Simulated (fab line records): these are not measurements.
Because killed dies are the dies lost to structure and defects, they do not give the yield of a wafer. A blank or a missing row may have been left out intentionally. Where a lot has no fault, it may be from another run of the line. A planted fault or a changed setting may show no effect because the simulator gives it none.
Chamber matching / flow n5_finfet / N5_DUMMY_GATE_ALD_02 on ald_sin-04: 4 sister chambers
The step deposits SiO2, target thk 2 nm, pulse time 1 s. 4 wafers are shown with their chamber, then 11 later ones without.

WAFERS, EACH WITH ITS CHAMBER
wafer=L083.6; chamber=1; heater_power_w (W)=428
wafer=L087.5; chamber=2; heater_power_w (W)=618
wafer=L091.3; chamber=3; heater_power_w (W)=498
wafer=L092.2; chamber=0; heater_power_w (W)=563

WAFERS WHOSE CHAMBER IS MISSING
wafer=L092.3; heater_power_w (W)=442
wafer=L092.4; heater_power_w (W)=613
wafer=L094.2; heater_power_w (W)=554
wafer=L094.3; heater_power_w (W)=442
wafer=L094.5; heater_power_w (W)=630
wafer=L096.1; heater_power_w (W)=559
wafer=L096.3; heater_power_w (W)=620
wafer=L096.5; heater_power_w (W)=501
wafer=L097.1; heater_power_w (W)=445
wafer=L097.3; heater_power_w (W)=564
wafer=L097.5; heater_power_w (W)=629

EACH ONE'S CHAMBER
wafer=L092.3; from the rows above=1; in truth=1
wafer=L092.4; from the rows above=2; in truth=2
wafer=L094.2; from the rows above=0; in truth=0
wafer=L094.3; from the rows above=1; in truth=1
wafer=L094.5; from the rows above=2; in truth=2
wafer=L096.1; from the rows above=0; in truth=0
wafer=L096.3; from the rows above=2; in truth=2
wafer=L096.5; from the rows above=3; in truth=3
wafer=L097.1; from the rows above=1; in truth=1
wafer=L097.3; from the rows above=0; in truth=0
wafer=L097.5; from the rows above=2; in truth=2
Correct placement for 11 of the 11. From these rows, 0 cannot be placed. Placed wrongly: 0.
How it was worked out, from the rows above alone: a wafer's distance from a chamber is the root of the sum, over the readings, of the square of ((its reading less the chamber's mean) divided by the reading's scatter). If the next closest chamber is less than 2 further off than the closest, the wafer can't be placed; otherwise it belongs to the closest. For every chamber, the mean is computed from those of its wafers that are shown. The scatter (one wafer shown for each chamber): square how far every hidden wafer sits from the nearest shown wafer, average those squares and take the square root.
